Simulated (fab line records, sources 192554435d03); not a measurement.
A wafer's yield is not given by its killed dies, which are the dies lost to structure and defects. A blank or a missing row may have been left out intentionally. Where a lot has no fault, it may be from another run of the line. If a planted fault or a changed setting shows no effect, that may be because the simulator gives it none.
Split-lot trial + flow n5Finfet + 39 wafers read across 7 lots, on a route 1938 steps long

ON THE SPLIT
At N5_MOL_CONTACT_COAG_ALD_123 (deposits SiNx, target thk 5 nm, pulse time 1 s, purge time 2 s), the setting aldCycles was moved away from the recipe's 100 on 15 of the 39 wafers read, by -15.0% to +8.0%. This setting was run at the recipe's value on the other wafers.

Split to reading: the file shows no intervening step.

THE READING
etch.depthNm (the simulator's own value, which no gauge read), in nm, at N5_MOL_CONTACT_COAG_ETCH_124 (etches SiNx in CH3F/O2, stops on SiOC, target depth 6.5 nm). The file does not state a usual value for it. Across the 24 wafers here that went through the recipe, the average is 4.983 nm and the standard deviation 0.018 nm.

| wafer  | tool, chamber at the split | aldCycles as run | against the recipe | etch.depthNm, nm | against lot-mates on the recipe |
|--------|----------------------------|------------------|--------------------|------------------|---------------------------------|
| L077.1 | aldSin-01, 3,1,1           | 85               | -15.0%             | 4.231            | -0.743                          |
| L077.2 | aldSin-01, 3,1,1           | 85               | -15.0%             | 4.226            | -0.748                          |
| L077.3 | aldSin-01, 0,2,0           | 100              | recipe             | 4.979            | -                               |
| L077.4 | aldSin-01, 0,2,0           | 100              | recipe             | 4.982            | -                               |
| L077.5 | aldSin-01, 0,2,0           | 100              | recipe             | 4.962            | -                               |
| L077.6 | aldSin-01, 3,1,1           | 85               | -15.0%             | 4.226            | -0.748                          |
| L081.3 | aldSin-02, 0,2,3           | 100              | recipe             | 4.993            | -                               |
| L081.4 | aldSin-02, 0,2,3           | 100              | recipe             | 4.998            | -                               |
| L081.6 | aldSin-02, 0,2,3           | 100              | recipe             | 5.032            | -                               |
| L083.1 | aldSin-02, 0,1,3           | 107              | +7.0%              | 5.316            | +0.341                          |
| L083.2 | aldSin-02, 2,2,1           | 100              | recipe             | 4.978            | -                               |
| L083.3 | aldSin-02, 0,1,3           | 107              | +7.0%              | 5.322            | +0.347                          |
| L083.4 | aldSin-02, 0,1,3           | 107              | +7.0%              | 5.328            | +0.353                          |
| L083.5 | aldSin-02, 2,2,1           | 100              | recipe             | 4.947            | -                               |
| L083.6 | aldSin-02, 2,2,1           | 100              | recipe             | 4.999            | -                               |
| L088.1 | aldSin-01, 1,0,3           | 108              | +8.0%              | 5.378            | +0.411                          |
| L088.2 | aldSin-01, 1,0,3           | 108              | +8.0%              | 5.364            | +0.397                          |
| L088.3 | aldSin-01, 2,3,2           | 100              | recipe             | 4.959            | -                               |
| L088.4 | aldSin-01, 2,3,2           | 100              | recipe             | 4.959            | -                               |
| L088.5 | aldSin-01, 2,3,2           | 100              | recipe             | 4.984            | -                               |
| L088.6 | aldSin-01, 1,0,3           | 108              | +8.0%              | 5.384            | +0.417                          |
| L091.1 | aldSin-01, 1,2,2           | 100              | recipe             | 4.97             | -                               |
| L091.2 | aldSin-01, 1,2,2           | 100              | recipe             | 4.973            | -                               |
| L091.3 | aldSin-01, 0,3,3           | 106              | +6.0%              | 5.272            | +0.300                          |
| L091.4 | aldSin-01, 0,3,3           | 106              | +6.0%              | 5.284            | +0.312                          |
| L091.5 | aldSin-01, 0,3,3           | 106              | +6.0%              | 5.295            | +0.323                          |
| L091.6 | aldSin-01, 1,2,2           | 100              | recipe             | 4.972            | -                               |
| L094.1 | aldSin-01, 2,3,2           | 100              | recipe             | 5.006            | -                               |
| L094.2 | aldSin-01, 2,3,2           | 100              | recipe             | 5.007            | -                               |
| L094.3 | aldSin-01, 1,3,1           | 105              | +5.0%              | 5.235            | +0.239                          |
| L094.4 | aldSin-01, 1,3,1           | 105              | +5.0%              | 5.233            | +0.237                          |
| L094.5 | aldSin-01, 1,3,1           | 105              | +5.0%              | 5.236            | +0.240                          |
| L094.6 | aldSin-01, 2,3,2           | 100              | recipe             | 4.974            | -                               |
| L095.1 | aldSin-01, 2,1,3,3,2,1     | 100              | recipe             | 4.99             | -                               |
| L095.2 | aldSin-01, 2,1,3,3,2,1     | 100              | recipe             | 4.969            | -                               |
| L095.3 | aldSin-01, 2,1,3,3,2,1     | 100              | recipe             | 4.976            | -                               |
| L095.4 | aldSin-01, 2,1,3,3,2,1     | 100              | recipe             | 5.001            | -                               |
| L095.5 | aldSin-01, 2,1,3,3,2,1     | 100              | recipe             | 4.987            | -                               |
| L095.6 | aldSin-01, 2,1,3,3,2,1     | 100              | recipe             | 4.988            | -                               |
Where a row lists several chambers, the file gives one row for several wafers and doesn't say which wafer went through which chamber.

FIT RESULTS
A straight line over all 39 wafers: etch.depthNm changes by +0.0499 nm for each +1% of aldCycles; r = +1.00; the points scatter about the line by 0.016 nm.
The same after taking each lot's own level away (the mean of its wafers on the recipe; 39 wafers): +0.05 nm for each +1%; r = +1.00; scatter 0.013 nm.
Per that fit: largest aldCycles move, reading shift of 0.75 nm.
The span of the lots' own levels, 4.9673 to 5.0077 nm, comes to 2.2 times the standard deviation stated above.
The two slopes agree, so the slope changes little with the lot-to-lot level.
Check: with one of the wafers moved furthest among these (-15.0%) left out of the fit, the line predicts -0.751 nm for it against its lot-mates. Against them it came out at -0.743 nm.

THE OTHER SPLITS THESE WAFERS WENT THROUGH
Other splits were also applied to these wafers ahead of the reading. Each is held against what the fit with the lots' levels taken away leaves over:
| other split on the same wafers | wafers away from the commonest value | r with etch.depthNm (lot level and that fit taken away) |
|--------------------------------|--------------------------------------|---------------------------------------------------------|
| N5_DUMMY_GATE_EXPOSE_12 doseMj | 12                                   | +0.25                                                   |
| N5_DUMMY_GATE_ETCH_32 timeS    | 18                                   | -0.22                                                   |

THE WHOLE CHAIN: every reading that the file lists as answering this split, in the file's order
| step                         | what it does                                                   | reading                                                                                 | change (the file's fit)                | r (the file's) |
|------------------------------|----------------------------------------------------------------|-----------------------------------------------------------------------------------------|----------------------------------------|----------------|
| N5_MOL_CONTACT_COAG_ALD_123  | deposits SiNx, target thk 5 nm, pulse time 1 s, purge time 2 s | SiNx_of_MOL_CONTACT_COAG_ALD_123.thkNm (the simulator's own value, which no gauge read) | +0.0506 nm for each +1% of the setting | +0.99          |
| N5_MOL_CONTACT_COAG_ETCH_124 | etches SiNx in CH3F/O2, stops on SiOC, target depth 6.5 nm     | etch.depthNm (the simulator's own value, which no gauge read)                           | +0.05 nm for each +1% of the setting   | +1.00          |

THE FILE'S OWN FIT
etch.depthNm changes by +0.05 nm for each +1% of aldCycles, r = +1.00.
